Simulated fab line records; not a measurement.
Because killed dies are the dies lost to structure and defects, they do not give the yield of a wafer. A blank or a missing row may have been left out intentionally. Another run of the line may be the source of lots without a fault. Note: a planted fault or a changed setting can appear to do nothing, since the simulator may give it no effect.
A struck lot beside a sound one || flow n5Finfet || 21 steps out of a route of 1938
Sound: these wafers, L290.1, L290.3, L290.5. The struck wafers were L299.1, L299.2, L299.3. The cause is named last.
For every step that has rows: the tool of each side, followed by ch and its chambers, followed by its first start. Under that, the readings that differ: sound wafers || struck wafers || difference of the means || sigmas: that difference in standard deviations of wafers without a fault.
alike: readings whose means differ by less than 2 such deviations, and words and numbers that are the same on both sides. not compared: withheld readings, readings that some wafer has no value for, bounds like >300 that may hide the same value, and numbers for which the record gives no deviation and whose values overlap.
Wherever a step has rows on one side only, a row that says differs or no value, or a row with sigmas, the two part there. When numbers do not overlap yet have no deviation, they are printed without sigmas and do not part them. A reading that every wafer of one side lacks parts them only if that side has two wafers or more.

first, 8 steps without rows for these wafers: N5_BEOL_M9_DESCUM_16 (chemistry O2, time 7.9 s); N5_BEOL_M9_ETCH_61 (etches SiARC in CF4, target depth 39 nm, time 65 s); N5_BEOL_M9_ETCH_62 (etches SOC in N2/H2, target depth 110 nm, overetch 22 nm, time 165 s); N5_BEOL_M9_STRIP_68 (strips in N2/H2); N5_BEOL_M9_STRIP_67 (strips in CF4); N5_BEOL_M9_HM_OPEN_17 (chemistry Cl2/BCl3, target TiN, target depth 20 nm, overetch 6 nm); N5_BEOL_M9_STRIP_19 (strips in O2); N5_BEOL_M9_COAT_63 (time 60 s, resist thk 60 nm).
N5_BEOL_M9_COAT_64: time 60 s, resist thk 12 nm.
  sound on lithoTrack-04 ch 0, day 12 00:55; struck on lithoTrack-04 ch 0, day 13 06:33
{"reading": "plateTempC (C)", "sound": "219.84 219.85 219.97", "struck": "220.26 220.19 220.25", "difference": "+0.35", "sigmas": "+2"}
{"reading": "spinSpeedRpm (rpm)", "sound": "1499.1 1500.2 1500.3", "struck": "1598.7 1598.9 1601.4", "difference": "+99.8", "sigmas": "+99 or more"}
{"reading": "model.SiARC_of_BEOL_M9_COAT_64.thkNm (nm)", "sound": "12 12 12", "struck": "11.6 11.6 11.6", "difference": -0.4, "sigmas": ""}
  alike: exhaustPa
then, 9 steps without rows for these wafers: N5_BEOL_M9_COAT_75 (time 60 s, resist thk 5 nm); N5_BEOL_M9_COAT_22 (resist thk 30 nm); N5_BEOL_M9_EBR_24; N5_BEOL_M9_SOFTBAKE_23 (time 60 s); N5_BEOL_M9_EXPOSE_25 (exposes mask V8); N5_BEOL_M9_PEB_26 (peb time 60 s); N5_BEOL_M9_DEVELOP_27 (develop time 30 s); N5_BEOL_M9_DESCUM_33 (chemistry O2, time 7 s); N5_BEOL_M9_ETCH_76 (etches underlayer in N2/H2, target depth 6.5 nm, time 5.2 s).
N5_BEOL_M9_ETCH_65: etches SiARC in CF4, target depth 15.6 nm, time 26 s.
  sound on rieDiel-06 ch 0,1,2, day 12 01:21; struck on rieDiel-06 ch 0,2,3, day 13 08:10
{"reading": "model.etch.depthNm (nm)", "sound": "12.08 12.09 12.08", "struck": "11.61 11.62 11.59", "difference": -0.48, "sigmas": ""}
{"reading": "model.CAR-EUV_of_BEOL_M9_COAT_22.thkNm (nm)", "sound": "11 11 11.2", "struck": "11.6 11.4 11.6", "difference": "+0.5", "sigmas": ""}
  alike: drypumpMotorCurrentA, etchRfOnTimeS, oesProductAu, rfVppV, showerheadPlenumPTorr, throttleValvePct
  not compared: rfHoursCounterH
N5_BEOL_M9_ETCH_66: etches SOC in N2/H2, target depth 80 nm, overetch 16 nm, time 120 s.
  sound on rieDiel-06 ch 0,1,2, day 12 01:22; struck on rieDiel-06 ch 0,2,3, day 13 08:11
  alike: drypumpMotorCurrentA, oesProductAu, rfVppV, showerheadPlenumPTorr, throttleValvePct
  not compared: rfHoursCounterH, model.SiARC_of_BEOL_M9_COAT_64.thkNm
then, 1 step without rows for these wafers: N5_BEOL_M9_STRIP_69 (strips in N2/H2).

== WHERE THEY PART ==
Only at N5_BEOL_M9_COAT_64, as far as this record shows. Later steps at which nothing parts them and some readings are alike: N5_BEOL_M9_ETCH_65, N5_BEOL_M9_ETCH_66.

WHY: what had been put in by the simulator
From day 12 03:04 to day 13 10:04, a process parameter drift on lithoTrack-04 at N5_BEOL_M9_COAT_64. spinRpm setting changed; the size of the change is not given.
